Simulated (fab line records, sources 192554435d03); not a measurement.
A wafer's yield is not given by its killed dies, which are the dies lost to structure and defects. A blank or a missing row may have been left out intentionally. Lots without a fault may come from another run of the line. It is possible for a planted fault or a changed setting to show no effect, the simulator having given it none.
Which tool did it? || flow n5Finfet || 8 lots with 24 wafers sampled at 7 steps, on a route of 1938 steps

== WHAT THE GAUGES READ, wafer by wafer ==
N5_BEOL_M4_RC_MEAS_101. Usual: DIBL_N 36.3 mV/V, standard deviation 2.2; DIBL_P 36.0 mV/V, standard deviation 2.4; IOFF_N 0.16 nA/um, standard deviation 0.042; IOFF_P 0.22 nA/um, standard deviation 0.041; ION_N 672 uA/um, standard deviation 14; ION_P 462 uA/um, standard deviation 7.9; SS_N 71.7 mV/dec, standard deviation 0.76; SS_P 73.3 mV/dec, standard deviation 0.72; VT_N 250 mV, standard deviation 3.6; VT_P -249 mV, standard deviation 3.
{"lot": "L969", "measured": "day 9 13:12", "on": "prober-01", "DIBL_N (mV/V)": "32.6 35.4 35.2", "DIBL_P (mV/V)": "30.9 35.6 34.7", "IOFF_N (nA/um)": "0.10 0.16 0.14", "IOFF_P (nA/um)": "0.14 0.20 0.18", "ION_N (uA/um)": "651 671 661", "ION_P (uA/um)": "450 460 454", "SS_N (mV/dec)": "71.1 71.6 72.3", "SS_P (mV/dec)": "71.5 72.7 72.0", "VT_N (mV)": "256 248 248", "VT_P (mV)": "-253 -250 -250", "flag": ""}
{"lot": "L973", "measured": "day 10 06:27", "on": "prober-02", "DIBL_N (mV/V)": "37.8 39.1 39.7", "DIBL_P (mV/V)": "35.5 38.1 37.4", "IOFF_N (nA/um)": "0.18 0.20 0.20", "IOFF_P (nA/um)": "0.22 0.26 0.23", "ION_N (uA/um)": "675 678 680", "ION_P (uA/um)": "464 465 461", "SS_N (mV/dec)": "72.2 72.0 72.5", "SS_P (mV/dec)": "73.7 73.9 73.3", "VT_N (mV)": "250 246 249", "VT_P (mV)": "-248 -249 -248", "flag": ""}
{"lot": "L975", "measured": "day 11 03:26", "on": "prober-02", "DIBL_N (mV/V)": "40.4 36.1 36.4", "DIBL_P (mV/V)": "38.4 35.9 36.5", "IOFF_N (nA/um)": "0.35 0.17 0.17", "IOFF_P (nA/um)": "0.28 0.22 0.23", "ION_N (uA/um)": "682 662 650", "ION_P (uA/um)": "459 457 448", "SS_N (mV/dec)": "75.0 71.7 72.5", "SS_P (mV/dec)": "73.8 73.2 73.4", "VT_N (mV)": "244 249 250", "VT_P (mV)": "-248 -250 -252", "flag": ""}
{"lot": "L978", "measured": "day 11 09:41", "on": "prober-02", "DIBL_N (mV/V)": "34.4 34.4 33.5", "DIBL_P (mV/V)": "35.2 34.6 34.2", "IOFF_N (nA/um)": "0.16 0.16 0.14", "IOFF_P (nA/um)": "0.24 0.23 0.22", "ION_N (uA/um)": "671 689 668", "ION_P (uA/um)": "466 475 464", "SS_N (mV/dec)": "72.1 71.0 70.8", "SS_P (mV/dec)": "73.3 73.2 72.4", "VT_N (mV)": "250 247 252", "VT_P (mV)": "-245 -244 -246", "flag": ""}
{"lot": "L977", "measured": "day 12 01:55", "on": "prober-02", "DIBL_N (mV/V)": "35.7 35.9 31.8", "DIBL_P (mV/V)": "37.7 38.6 33.2", "IOFF_N (nA/um)": "0.15 0.17 0.11", "IOFF_P (nA/um)": "0.22 0.25 0.17", "ION_N (uA/um)": "674 675 653", "ION_P (uA/um)": "459 465 458", "SS_N (mV/dec)": "71.7 71.6 71.1", "SS_P (mV/dec)": "74.1 74.2 72.6", "VT_N (mV)": "252 249 253", "VT_P (mV)": "-250 -247 -253", "flag": ""}
{"lot": "L983", "measured": "day 14 04:23", "on": "prober-02", "DIBL_N (mV/V)": "36.8 36.5 36.3", "DIBL_P (mV/V)": "37.1 38.0 37.4", "IOFF_N (nA/um)": "0.18 0.20 0.18", "IOFF_P (nA/um)": "0.24 0.26 0.23", "ION_N (uA/um)": "679 706 692", "ION_P (uA/um)": "464 483 467", "SS_N (mV/dec)": "72.0 71.7 71.8", "SS_P (mV/dec)": "73.5 73.3 73.1", "VT_N (mV)": "247 243 248", "VT_P (mV)": "-248 -245 -246", "flag": ""}
{"lot": "L985", "measured": "day 14 04:40", "on": "prober-01", "DIBL_N (mV/V)": "39.2 38.6 38.5", "DIBL_P (mV/V)": "37.0 38.2 37.3", "IOFF_N (nA/um)": "0.23 0.20 0.20", "IOFF_P (nA/um)": "0.21 0.22 0.21", "ION_N (uA/um)": "668 685 688", "ION_P (uA/um)": "447 460 454", "SS_N (mV/dec)": "74.3 72.2 72.5", "SS_P (mV/dec)": "73.7 73.6 73.6", "VT_N (mV)": "251 249 250", "VT_P (mV)": "-253 -251 -250", "flag": ""}
{"lot": "L984", "measured": "day 15 06:28", "on": "prober-01", "DIBL_N (mV/V)": "33.2 34.1 33.4", "DIBL_P (mV/V)": "34.8 35.7 34.9", "IOFF_N (nA/um)": "0.14 0.15 0.14", "IOFF_P (nA/um)": "0.19 0.19 0.20", "ION_N (uA/um)": "674 685 672", "ION_P (uA/um)": "468 470 465", "SS_N (mV/dec)": "70.5 71.1 71.2", "SS_P (mV/dec)": "72.9 72.8 72.7", "VT_N (mV)": "251 249 250", "VT_P (mV)": "-251 -251 -250", "flag": ""}

N5_BEOL_M8_THK_MEAS_53: measures by xrf. Usual: for M8_THK the level is 79.4 nm and the standard deviation is 2.4.
{"lot": "L969", "measured": "day 11 00:15", "on": "filmMetro-02", "M8_THK (nm)": "79.3 81.7 83.7", "flag": ""}
{"lot": "L973", "measured": "day 11 20:20", "on": "filmMetro-01", "M8_THK (nm)": "75.9 75.4 74.2", "flag": ""}
{"lot": "L975", "measured": "day 12 21:54", "on": "filmMetro-02", "M8_THK (nm)": "81.5 81.2 80.3", "flag": ""}
{"lot": "L978", "measured": "day 13 07:58", "on": "filmMetro-01", "M8_THK (nm)": "300.3 299.4 294.9", "flag": "OFF"}
{"lot": "L977", "measured": "day 13 11:53", "on": "filmMetro-01", "M8_THK (nm)": "302.7 305.2 304.9", "flag": "OFF"}
{"lot": "L983", "measured": "day 15 21:29", "on": "filmMetro-02", "M8_THK (nm)": "80.0 83.3 82.7", "flag": ""}
{"lot": "L985", "measured": "day 15 21:20", "on": "filmMetro-01", "M8_THK (nm)": "81.0 83.8 81.3", "flag": ""}
{"lot": "L984", "measured": "day 17 10:07", "on": "filmMetro-01", "M8_THK (nm)": "81.8 81.4 79.4", "flag": ""}

N5_BEOL_M8_RS_MEAS_57: uses a four-point probe to measure. Usual: for M8_RS the level is 0.289 ohm/sq and the standard deviation is 0.011.
{"lot": "L969", "measured": "day 11 00:23", "on": "filmMetro-02", "M8_RS (ohm/sq)": "0.288 0.278 0.270", "flag": ""}
{"lot": "L973", "measured": "day 11 20:28", "on": "filmMetro-01", "M8_RS (ohm/sq)": "0.307 0.310 0.315", "flag": ""}
{"lot": "L975", "measured": "day 12 22:02", "on": "filmMetro-02", "M8_RS (ohm/sq)": "0.278 0.280 0.283", "flag": ""}
{"lot": "L978", "measured": "day 13 08:06", "on": "filmMetro-02", "M8_RS (ohm/sq)": "0.065 0.065 0.066", "flag": "OFF"}
{"lot": "L977", "measured": "day 13 12:03", "on": "filmMetro-01", "M8_RS (ohm/sq)": "0.065 0.064 0.064", "flag": "OFF"}
{"lot": "L983", "measured": "day 15 21:37", "on": "filmMetro-02", "M8_RS (ohm/sq)": "0.283 0.271 0.272", "flag": ""}
{"lot": "L985", "measured": "day 15 21:28", "on": "filmMetro-01", "M8_RS (ohm/sq)": "0.284 0.271 0.283", "flag": ""}
{"lot": "L984", "measured": "day 17 10:17", "on": "filmMetro-01", "M8_RS (ohm/sq)": "0.279 0.280 0.291", "flag": ""}

N5_BEOL_M8_INSPECT_58: inspects for defects (darkfield). Usual: 75 for rawDefectCount, sd 25.
{"lot": "L969", "measured": "day 11 00:25", "on": "defectInspect-01", "rawDefectCount": "131 96 123", "flag": ""}
{"lot": "L973", "measured": "day 11 20:30", "on": "defectInspect-01", "rawDefectCount": "80 117 77", "flag": ""}
{"lot": "L975", "measured": "day 12 22:04", "on": "defectInspect-02", "rawDefectCount": "77 96 82", "flag": ""}
{"lot": "L978", "measured": "day 13 08:08", "on": "defectInspect-02", "rawDefectCount": "1216 1193 1157", "flag": "OFF"}
{"lot": "L977", "measured": "day 13 12:04", "on": "defectInspect-02", "rawDefectCount": "1147 1159 1167", "flag": "OFF"}
{"lot": "L983", "measured": "day 15 21:38", "on": "defectInspect-02", "rawDefectCount": "108 47 72", "flag": ""}
{"lot": "L985", "measured": "day 15 21:30", "on": "defectInspect-02", "rawDefectCount": "139 178 97", "flag": ""}
{"lot": "L984", "measured": "day 17 10:18", "on": "defectInspect-02", "rawDefectCount": "74 116 44", "flag": ""}

== WHICH TOOL RAN EACH LOT (tool, then ch and the chambers of the sampled wafers, then the start) ==
{"lot": "L969", "N5_BEOL_M8_ETCH_41": "rieDiel-01 ch 1,2,3, day 10 22:25 or earlier", "N5_BEOL_M8_ALD_77": "aldMetal-02 ch 0,1,2, day 10 22:25", "N5_BEOL_M8_CMP_52": "cmp-01 ch 0,1,2, day 10 23:58"}
{"lot": "L973", "N5_BEOL_M8_ETCH_41": "rieDiel-03 ch 0,3, day 11 17:09 or earlier", "N5_BEOL_M8_ALD_77": "aldMetal-01 ch 1,2,3, day 11 17:09", "N5_BEOL_M8_CMP_52": "cmp-03 ch 0,2,3, day 11 20:07"}
{"lot": "L975", "N5_BEOL_M8_ETCH_41": "rieDiel-05 ch 0,1,3, day 12 20:33 or earlier", "N5_BEOL_M8_ALD_77": "aldMetal-04 ch 1,2,3, day 12 20:33", "N5_BEOL_M8_CMP_52": "cmp-02 ch 2,3, day 12 21:37"}
{"lot": "L978", "N5_BEOL_M8_ETCH_41": "rieDiel-03 ch 0,2,3, day 13 06:21 or earlier", "N5_BEOL_M8_ALD_77": "aldMetal-04 ch 0,1,3, day 13 06:21", "N5_BEOL_M8_CMP_52": "cmp-01 ch 0,2,3, day 13 07:47"}
{"lot": "L977", "N5_BEOL_M8_ETCH_41": "rieDiel-03 ch 0,2, day 13 10:36 or earlier", "N5_BEOL_M8_ALD_77": "aldMetal-01 ch 0,1,2, day 13 10:36", "N5_BEOL_M8_CMP_52": "cmp-03 ch 0,1, day 13 11:35"}
{"lot": "L983", "N5_BEOL_M8_ETCH_41": "rieDiel-03 ch 0,2,3, day 15 19:49 or earlier", "N5_BEOL_M8_ALD_77": "aldMetal-02 ch 1,2,3, day 15 19:49", "N5_BEOL_M8_CMP_52": "cmp-01 ch 0,1, day 15 21:11"}
{"lot": "L985", "N5_BEOL_M8_ETCH_41": "rieDiel-05 ch 0,1, day 15 19:45 or earlier", "N5_BEOL_M8_ALD_77": "aldMetal-01 ch 1,2, day 15 19:45", "N5_BEOL_M8_CMP_52": "cmp-03 ch 0,2,3, day 15 21:07"}
{"lot": "L984", "N5_BEOL_M8_ETCH_41": "rieDiel-05 ch 0,1,3, day 17 08:43 or earlier", "N5_BEOL_M8_ALD_77": "aldMetal-01 ch 1,3, day 17 08:43", "N5_BEOL_M8_CMP_52": "cmp-01 ch 0,1,2, day 17 09:49"}
- N5_BEOL_M8_ETCH_41: etches SiCN in CH3F/O2, target depth 31.9 nm, time 57.8 s.
- N5_BEOL_M8_ALD_77: deposits TaN, target thk 2 nm, pulse time 2 s, purge time 3 s.
- N5_BEOL_M8_CMP_52: polishes, stops on SiCOH lowk, t overpolish 6.9 s, target thk 80 nm.

== WHAT THE TOOLS THEMSELVES READ (means of the sampled wafers that have a number; where no wafer has one, the mark that the record gives instead) ==
N5_BEOL_M8_ETCH_41. Usual: drypumpMotorCurrentA 5.8 A, standard deviation 0.42; oesProductAu 0.80 a.u., standard deviation 0.11; rfVppV 297.4 V, standard deviation 1.8; showerheadPlenumPTorr 2.01 Torr, standard deviation 0.084; throttleValvePct 16.31 %, standard deviation 0.3.
{"lot": "L969", "tool": "rieDiel-01", "drypumpMotorCurrentA (A)": 5.8, "oesProductAu (a.u.)": 0.86, "rfVppV (V)": 298.1, "showerheadPlenumPTorr (Torr)": 2.06, "throttleValvePct (%)": 16.26, "flag": ""}
{"lot": "L973", "tool": "rieDiel-03", "drypumpMotorCurrentA (A)": 5.5, "oesProductAu (a.u.)": 0.69, "rfVppV (V)": 295.3, "showerheadPlenumPTorr (Torr)": 1.95, "throttleValvePct (%)": 16.65, "flag": ""}
{"lot": "L975", "tool": "rieDiel-05", "drypumpMotorCurrentA (A)": 5.9, "oesProductAu (a.u.)": 0.84, "rfVppV (V)": 296.7, "showerheadPlenumPTorr (Torr)": 1.99, "throttleValvePct (%)": 16.11, "flag": ""}
{"lot": "L978", "tool": "rieDiel-03", "drypumpMotorCurrentA (A)": 5.5, "oesProductAu (a.u.)": 0.75, "rfVppV (V)": 297.2, "showerheadPlenumPTorr (Torr)": 1.97, "throttleValvePct (%)": 16.53, "flag": ""}
{"lot": "L977", "tool": "rieDiel-03", "drypumpMotorCurrentA (A)": 5.9, "oesProductAu (a.u.)": 0.73, "rfVppV (V)": 298.1, "showerheadPlenumPTorr (Torr)": 2.02, "throttleValvePct (%)": 16.53, "flag": ""}
{"lot": "L983", "tool": "rieDiel-03", "drypumpMotorCurrentA (A)": 5.5, "oesProductAu (a.u.)": 0.93, "rfVppV (V)": 297.8, "showerheadPlenumPTorr (Torr)": 2.05, "throttleValvePct (%)": 16.22, "flag": ""}
{"lot": "L985", "tool": "rieDiel-05", "drypumpMotorCurrentA (A)": 5.9, "oesProductAu (a.u.)": 0.87, "rfVppV (V)": 297.8, "showerheadPlenumPTorr (Torr)": 2.06, "throttleValvePct (%)": 16.01, "flag": ""}
{"lot": "L984", "tool": "rieDiel-05", "drypumpMotorCurrentA (A)": 5.9, "oesProductAu (a.u.)": 0.87, "rfVppV (V)": 299.4, "showerheadPlenumPTorr (Torr)": 2.06, "throttleValvePct (%)": 16.01, "flag": ""}

N5_BEOL_M8_ALD_77. Usual: chamberPressureTorr 3.000 Torr, standard deviation 0.0067; heaterPowerW 426 W, standard deviation 37.
{"lot": "L969", "tool": "aldMetal-02", "chamberPressureTorr (Torr)": 2.996, "heaterPowerW (W)": 355, "flag": ""}
{"lot": "L973", "tool": "aldMetal-01", "chamberPressureTorr (Torr)": 2.998, "heaterPowerW (W)": 432, "flag": ""}
{"lot": "L975", "tool": "aldMetal-04", "chamberPressureTorr (Torr)": 2.999, "heaterPowerW (W)": 449, "flag": ""}
{"lot": "L978", "tool": "aldMetal-04", "chamberPressureTorr (Torr)": 2.998, "heaterPowerW (W)": 442, "flag": ""}
{"lot": "L977", "tool": "aldMetal-01", "chamberPressureTorr (Torr)": 3.000, "heaterPowerW (W)": 460, "flag": ""}
{"lot": "L983", "tool": "aldMetal-02", "chamberPressureTorr (Torr)": 3.001, "heaterPowerW (W)": 363, "flag": ""}
{"lot": "L985", "tool": "aldMetal-01", "chamberPressureTorr (Torr)": 3.004, "heaterPowerW (W)": 418, "flag": ""}
{"lot": "L984", "tool": "aldMetal-01", "chamberPressureTorr (Torr)": 2.999, "heaterPowerW (W)": 402, "flag": ""}

N5_BEOL_M8_CMP_52. Usual: barrierFieldEndpointS 29.1 s, standard deviation 0.92; clearingPlatenDownForcePsi 1.4997 psi, standard deviation 0.0026; clearingPlatenRpm 49.998 rpm, standard deviation 0.029; motorCurrentA 6.1 A, standard deviation 0.65; overpolishRunS 6.899 s, standard deviation 0.0092; retainingRingPressureFrac 1.000, standard deviation 0.0047; slurryFlowMlMin 150.0, standard deviation 0.45; timeToEndpointS 64 s, standard deviation 3.6.
{"lot": "L969", "tool": "cmp-01", "barrierFieldEndpointS (s)": 29.1, "clearingPlatenDownForcePsi (psi)": 1.5020, "clearingPlatenRpm (rpm)": 50.006, "motorCurrentA (A)": 6.2, "overpolishRunS (s)": 6.905, "retainingRingPressureFrac": 0.997, "slurryFlowMlMin": 150.2, "timeToEndpointS (s)": 66, "flag": ""}
{"lot": "L973", "tool": "cmp-03", "barrierFieldEndpointS (s)": 28.4, "clearingPlatenDownForcePsi (psi)": 1.5007, "clearingPlatenRpm (rpm)": 49.998, "motorCurrentA (A)": 6.1, "overpolishRunS (s)": 6.905, "retainingRingPressureFrac": 0.999, "slurryFlowMlMin": 150.3, "timeToEndpointS (s)": 60, "flag": ""}
{"lot": "L975", "tool": "cmp-02", "barrierFieldEndpointS (s)": 29.3, "clearingPlatenDownForcePsi (psi)": 1.4975, "clearingPlatenRpm (rpm)": 50.003, "motorCurrentA (A)": 6.6, "overpolishRunS (s)": 6.902, "retainingRingPressureFrac": 1.003, "slurryFlowMlMin": 150.3, "timeToEndpointS (s)": 64, "flag": ""}
{"lot": "L978", "tool": "cmp-01", "barrierFieldEndpointS (s)": "-", "clearingPlatenDownForcePsi (psi)": "-", "clearingPlatenRpm (rpm)": "-", "motorCurrentA (A)": "-", "overpolishRunS (s)": "-", "retainingRingPressureFrac": "-", "slurryFlowMlMin": "-", "timeToEndpointS (s)": "-", "flag": "OFF"}
{"lot": "L977", "tool": "cmp-03", "barrierFieldEndpointS (s)": "-", "clearingPlatenDownForcePsi (psi)": "-", "clearingPlatenRpm (rpm)": "-", "motorCurrentA (A)": "-", "overpolishRunS (s)": "-", "retainingRingPressureFrac": "-", "slurryFlowMlMin": "-", "timeToEndpointS (s)": "-", "flag": "OFF"}
{"lot": "L983", "tool": "cmp-01", "barrierFieldEndpointS (s)": 30.7, "clearingPlatenDownForcePsi (psi)": 1.4981, "clearingPlatenRpm (rpm)": 50.011, "motorCurrentA (A)": 6.3, "overpolishRunS (s)": 6.897, "retainingRingPressureFrac": 0.997, "slurryFlowMlMin": 149.8, "timeToEndpointS (s)": 68, "flag": ""}
{"lot": "L985", "tool": "cmp-03", "barrierFieldEndpointS (s)": 30.1, "clearingPlatenDownForcePsi (psi)": 1.4975, "clearingPlatenRpm (rpm)": 49.996, "motorCurrentA (A)": 5.9, "overpolishRunS (s)": 6.898, "retainingRingPressureFrac": 0.995, "slurryFlowMlMin": 150.1, "timeToEndpointS (s)": 69, "flag": ""}
{"lot": "L984", "tool": "cmp-01", "barrierFieldEndpointS (s)": 29.1, "clearingPlatenDownForcePsi (psi)": 1.4994, "clearingPlatenRpm (rpm)": 50.000, "motorCurrentA (A)": 6.4, "overpolishRunS (s)": 6.907, "retainingRingPressureFrac": 1.002, "slurryFlowMlMin": 150.2, "timeToEndpointS (s)": 63, "flag": ""}

== THE ANSWER, worked out from the rows above alone ==
Rule: a lot is off if the mean of its wafers that have a number lies more than 3 standard deviations from the usual mean. A lot without any number at a reading at which 4 lots or more have one is off too. Any other lot the step has rows for is counted as sound. After the gauges, taken in route order, come the tools' own readings; for these a lot's mean is taken, as printed above. At the first step where some lot is off, the reading lying furthest off is the one used; lots without a number count as furthest.
Off: L978, L977, at N5_BEOL_M8_THK_MEAS_53 (M8_THK).
If a tool, at a process step before that reading, ran all the lots that are off and no sound lot after the first of them, it fits. Not tried: the gauges at N5_BEOL_M8_THK_MEAS_53; whatever is off there is also off at N5_BEOL_M8_INSPECT_58, on other tools, and gauge error can't account for it. With no start given for some of its lots, N5_BEOL_M8_ETCH_41 uses the hours and lot order of N5_BEOL_M8_ALD_77. Not one of the candidates tried fits.

== WHAT THE SIMULATOR PUT IN ==
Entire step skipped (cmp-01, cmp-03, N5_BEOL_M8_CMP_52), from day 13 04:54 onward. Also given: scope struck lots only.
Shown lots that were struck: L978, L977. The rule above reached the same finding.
